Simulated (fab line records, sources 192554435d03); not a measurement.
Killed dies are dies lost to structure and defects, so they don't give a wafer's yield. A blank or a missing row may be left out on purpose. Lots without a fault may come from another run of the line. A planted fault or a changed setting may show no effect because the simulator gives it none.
Split-lot experiment | flow n5_finfet | 7 lots, 21 wafers read, on a route of 1938 steps

THE SPLIT
At N5_SD_EPI_P_EPI_21 (deposits SiGe:B, time 355 s), the setting temp_c was moved away from the recipe's 550 C on 10 of the 21 wafers read, by -0.6% to +0.7%. The other wafers ran this setting at the recipe's value.

FROM THE SPLIT TO THE READING: what the file shows between them, 2 steps
- N5_SD_EPI_P_HM_STRIP_48: strips SiNx in H3PO4, material SiNx, target depth 3 nm
- N5_SD_ACTIVATION_LSA_01: time 0.0008 s (also split here: temp_c)

THE READING
RS_SD_P, in ohm/sq, at N5_SD_ACTIVATION_RS_MEAS_03 (measures by four-point-probe). Fault-free wafers of this fab line usually give 56.1 ohm/sq, standard deviation 0.83 ohm/sq.

wafer  | tool, chamber at the split | temp_c as run, C | against the recipe | RS_SD_P, ohm/sq | against lot-mates on the recipe
L076.1 | epi_rpcvd-02, 0            | 550              | recipe             | 55.6            | -
L076.2 | epi_rpcvd-02, 0            | 553.9            | +0.7%              | 51.0            | -4.7
L076.6 | epi_rpcvd-02, 0            | 550              | recipe             | 55.7            | -
L082.2 | epi_rpcvd-04, 0            | 550              | recipe             | 56.2            | -
L082.3 | epi_rpcvd-04, 0            | 550              | recipe             | 56.8            | -
L082.4 | epi_rpcvd-04, 0            | 550              | recipe             | 56.4            | -
L087.2 | epi_rpcvd-01, 0            | 546.7            | -0.6%              | 59.9            | no lot-mate on the recipe
L087.3 | epi_rpcvd-01, 0            | 546.7            | -0.6%              | 60.3            | no lot-mate on the recipe
L087.6 | epi_rpcvd-01, 0            | 546.7            | -0.6%              | 61.0            | no lot-mate on the recipe
L089.2 | epi_rpcvd-02, 0            | 550              | recipe             | 56.5            | -
L089.3 | epi_rpcvd-02, 0            | 547.6            | -0.4%              | 59.6            | +3.1
L089.5 | epi_rpcvd-02, 0            | 547.6            | -0.4%              | 59.8            | +3.3
L092.1 | epi_rpcvd-02, 0            | 553.3            | +0.6%              | 51.8            | -4.7
L092.3 | epi_rpcvd-02, 0            | 550              | recipe             | 56.5            | -
L092.6 | epi_rpcvd-02, 0            | 553.3            | +0.6%              | 52.4            | -4.1
L094.1 | epi_rpcvd-02, 0            | 550              | recipe             | 55.5            | -
L094.3 | epi_rpcvd-02, 0            | 546.9            | -0.6%              | 59.7            | +4.2
L094.4 | epi_rpcvd-02, 0            | 546.9            | -0.6%              | 59.5            | +4.0
L097.1 | epi_rpcvd-02, 0            | 550              | recipe             | 57.2            | -
L097.3 | epi_rpcvd-02, 0            | 550              | recipe             | 57.4            | -
L097.5 | epi_rpcvd-02, 0            | 550              | recipe             | 57.2            | -

THE FIT
A straight line over all 21 wafers: RS_SD_P changes by -6.87 ohm/sq for each +1% of temp_c; r = -0.98; the points scatter about the line by 0.59 ohm/sq.
The same after taking each lot's own level away (the mean of its wafers on the recipe; 18 wafers): -7.14 ohm/sq for each +1%; r = -1.00; scatter 0.2 ohm/sq.
On that fit, the largest move of temp_c shifts the reading by 5.1 ohm/sq.
The lots' own levels span 55.50 to 57.27 ohm/sq, that is 2.1 times the standard deviation above.
So the lot-to-lot level changes the slope little: the two slopes agree.
Check: with one of the wafers moved furthest among these (+0.7%) left out of the fit, the line predicts -5.19 ohm/sq for it against its lot-mates. It came out at -4.65 ohm/sq against them.

OTHER SPLITS ON THESE WAFERS
These wafers also went through other splits before the reading. Each is held against what the fit with the lots' levels taken away leaves over:
other split on the same wafers | wafers away from the commonest value | r with RS_SD_P (lot level and that fit taken away)
N5_WELL_APT_COAT_02 spin_rpm   | 4                                    | -0.15
N5_WELL_APT_EXPOSE_05 dose_mj  | 5                                    | -0.12
N5_WELL_APT_EXPOSE_22 dose_mj  | 2                                    | +0.01
N5_WELL_APT_PEB_23 peb_time_s  | 7                                    | -0.13
N5_FIN_SAQP_ETCH_65 time_s     | 6                                    | +0.31
N5_SD_ACTIVATION_LSA_01 temp_c | 6                                    | -0.26

THE WHOLE CHAIN: every reading that the file lists as answering this split, in the file's order
step                        | what it does                                           | reading                                                                           | change (the file's fit)              | r (the file's)
N5_SD_EPI_P_EPI_21          | deposits SiGe:B, time 355 s                            | SiGe-B_of_SD_EPI_P_EPI_21.thk_nm (the simulator's own value, which no gauge read) | +7.45 nm for each +1% of the setting | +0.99
N5_SD_EPI_P_HM_STRIP_48     | strips SiNx in H3PO4, material SiNx, target depth 3 nm | SiGe-B_of_SD_EPI_P_EPI_21.thk_nm (the simulator's own value, which no gauge read) | +7.43 nm for each +1% of the setting | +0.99
N5_SD_ACTIVATION_RS_MEAS_03 | measures by four-point-probe                           | RS_SD_P                                                                           | -7.03 for each +1% of the setting    | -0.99

THE FILE'S OWN FIT
RS_SD_P changes by -7.03 ohm/sq for each +1% of temp_c, r = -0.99.
